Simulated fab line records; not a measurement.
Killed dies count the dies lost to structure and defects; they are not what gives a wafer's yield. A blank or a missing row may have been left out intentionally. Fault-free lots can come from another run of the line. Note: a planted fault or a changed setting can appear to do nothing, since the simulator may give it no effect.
A struck lot beside a sound one    flow n5_finfet    16 steps out of a route of 1938
Sound: these wafers, L269.1, L269.4, L269.5. Wafers L262.2, L262.5, L262.6 were the ones struck. At the end, the cause is stated.
Per side, at each step with rows, come the tool, then ch with its chambers, and then its first start. Under that, the readings that differ: sound wafers    struck wafers    difference of the means    sigmas: that difference in standard deviations of wafers without a fault.
alike: same words and numbers on both sides, and readings whose means sit less than 2 such deviations apart. not compared: any withheld reading, any reading some wafer has no value for, any bound like >300 that may hide the same value, and any number with overlapping values for which the record gives no deviation.
A row with sigmas, a row that says differs or no value, or rows on one side alone: a step with any of these is where the two part. Numbers that don't overlap but have no deviation are shown without sigmas and don't part them. A reading that every wafer of one side lacks parts them only if that side has two wafers or more.

first, 8 steps without rows for these wafers: N5_BEOL_M0_SAQP_COAT_72 (time 60 s, resist thk 15 nm); N5_BEOL_M0_SAQP_COAT_87 (time 60 s, resist thk 5 nm); N5_BEOL_M0_SAQP_COAT_34 (resist thk 30 nm); N5_BEOL_M0_SAQP_EBR_36; N5_BEOL_M0_SAQP_SOFTBAKE_35 (time 60 s); N5_BEOL_M0_SAQP_EXPOSE_37 (exposes mask M0 CUT1, target cd 30 nm); N5_BEOL_M0_SAQP_PEB_38 (peb time 60 s); N5_BEOL_M0_SAQP_DEVELOP_39 (develop time 30 s).
N5_BEOL_M0_SAQP_CD_MEAS_40: target cd 30 nm.
  sound on cd_sem-02 ch 0, day 10 03:48; struck on cd_sem-01 ch 0, day 8 09:16
  alike: cd_nm
N5_BEOL_M0_SAQP_OVL_MEAS_41:
  sound on overlay-01 ch 0, day 10 03:50; struck on overlay-02 ch 0, day 8 09:17
  alike: M0_CUT1_OVL
N5_BEOL_M0_SAQP_INSPECT_42: inspects for defects (brightfield).
  sound: defect_inspect-02 at day 10 03:53; struck: defect_inspect-02 at day 8 09:21
  alike: raw_defect_count
N5_BEOL_M0_SAQP_DESCUM_45: chemistry O2, time 7 s.
  sound on rie_diel-05 ch 0,3, day 10 03:55; struck on rie_diel-06 ch 1,2, day 8 09:29
  alike: drypump_motor_current_A, oes_product_au, rf_vpp_V, showerhead_plenum_p_Torr, throttle_valve_pct
  not compared: rf_hours_counter_h
N5_BEOL_M0_SAQP_ETCH_88: etches underlayer in N2/H2, target depth 6.5 nm, time 5.2 s.
  sound on rie_diel-05 ch 0,3, day 10 03:58; struck on rie_diel-06 ch 1,2, day 8 09:31
  no value came back on the struck wafers for any of 8 readings (bias_w (W), chamber_pressure_mTorr (mTorr) and others); on the sound wafers bias_w (W) reads 149.9 149.8 150.4
  not compared: rf_hours_counter_h
N5_BEOL_M0_SAQP_ETCH_73: etches SiARC in CF4, target depth 19.5 nm, time 32.5 s.
  sound on rie_diel-05 ch 0,3, day 10 03:58; struck on rie_diel-06 ch 1,2, day 8 09:32
reading     sound              struck             difference  sigmas
bias_w (W)  36.20 36.09 36.05  35.84 35.89 35.85  -0.25       -3
  alike: cf4_flow_sccm, drypump_motor_current_A, etch_rf_on_time_s, oes_product_au, rf_vpp_V, showerhead_plenum_p_Torr, throttle_valve_pct
  not compared: rf_hours_counter_h
-- here the record skips 3 days between the struck wafers' starts before and after, leaving off in module BEOL_M0_SAQP and picking up in module BEOL_M4 (first step shown: number 1111 of the route) --
N5_BEOL_M4_RC_MEAS_101:
  sound on prober-01 ch 0, day 12 13:17; struck on prober-02 ch 0, day 10 23:29
  alike: DIBL_N, DIBL_P, IOFF_N, IOFF_P, ION_N, ION_P, SS_N, SS_P, VT_N, VT_P
-- here the record skips 4 days between the struck wafers' starts before and after, leaving off in module BEOL_M4 and picking up in module PASSIVATION (first step shown: number 1936 of the route) --
N5_PASSIVATION_PROBE_49:
  sound: prober-01 at day 17 03:24; struck: prober-02 at day 15 05:52
reading      sound      struck    difference  sigmas
killed_open  78 71 100  54 70 49  -25         -2
  alike: defect_limited_yield, killed_at_M0_to_M3, killed_at_M4_up, killed_at_contacts, killed_at_front_end, killed_at_other, killed_dies, killed_on_rim, killed_short, sort_bin_5_function, sort_bin_6_memory, sort_n_pass, sort_yield_pct

== WHERE THEY PART ==
First at N5_BEOL_M0_SAQP_ETCH_88; last, within this record, at N5_PASSIVATION_PROBE_49.

WHY: the cause the simulator had injected
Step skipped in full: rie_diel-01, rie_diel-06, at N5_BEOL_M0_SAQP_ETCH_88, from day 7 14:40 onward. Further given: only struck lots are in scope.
